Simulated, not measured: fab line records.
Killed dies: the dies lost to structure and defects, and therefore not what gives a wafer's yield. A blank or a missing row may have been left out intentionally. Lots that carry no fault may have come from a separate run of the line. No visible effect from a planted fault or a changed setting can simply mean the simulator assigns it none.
Matching of chambers    flow nandHarc    rieDiel-06 running NHARC_P_M2_DESCUM_14: 4 sister chambers
The step chemistry O2, time 3 s. 4 wafers are shown with their chamber, then 7 later ones without.

## EACH WAFER AND ITS CHAMBER
wafer   chamber  drypumpMotorCurrentA (A)
L147.2  2        5.7
L147.5  1        6.2
L150.1  0        5.8
L150.4  3        5.4

## WAFERS WITH NO CHAMBER GIVEN
wafer   drypumpMotorCurrentA (A)
L150.6  5.4
L152.2  5.9
L152.4  5.4
L152.6  5.8
L156.3  5.9
L156.4  5.6
L156.6  5.6

## WHICH CHAMBER EACH WENT THROUGH
wafer   from the rows above           in truth
L150.6  3                             3
L152.2  can't be placed: 0 or 2       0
L152.4  3                             3
L152.6  can't be placed: 0 or 2       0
L156.3  can't be placed: 0 or 2       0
L156.4  can't be placed: 2 or 3 or 0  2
L156.6  can't be placed: 2 or 3 or 0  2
Correctly placed: 2 of 7. Cannot be placed on the basis of these rows: 5; the candidates contain the true chamber in 5. 0 placed wrongly.
How it was worked out, from the rows above alone: a wafer's distance from a chamber is the root of the sum, over the readings, of the square of ((its reading less the chamber's mean) divided by the reading's scatter). If the next closest chamber is less than 2 further off than the closest, the wafer can't be placed; otherwise it belongs to the closest. A chamber's mean is the mean of its shown wafers. The scatter (one wafer shown for each chamber): square how far every hidden wafer sits from the nearest shown wafer, average those squares and take the square root.
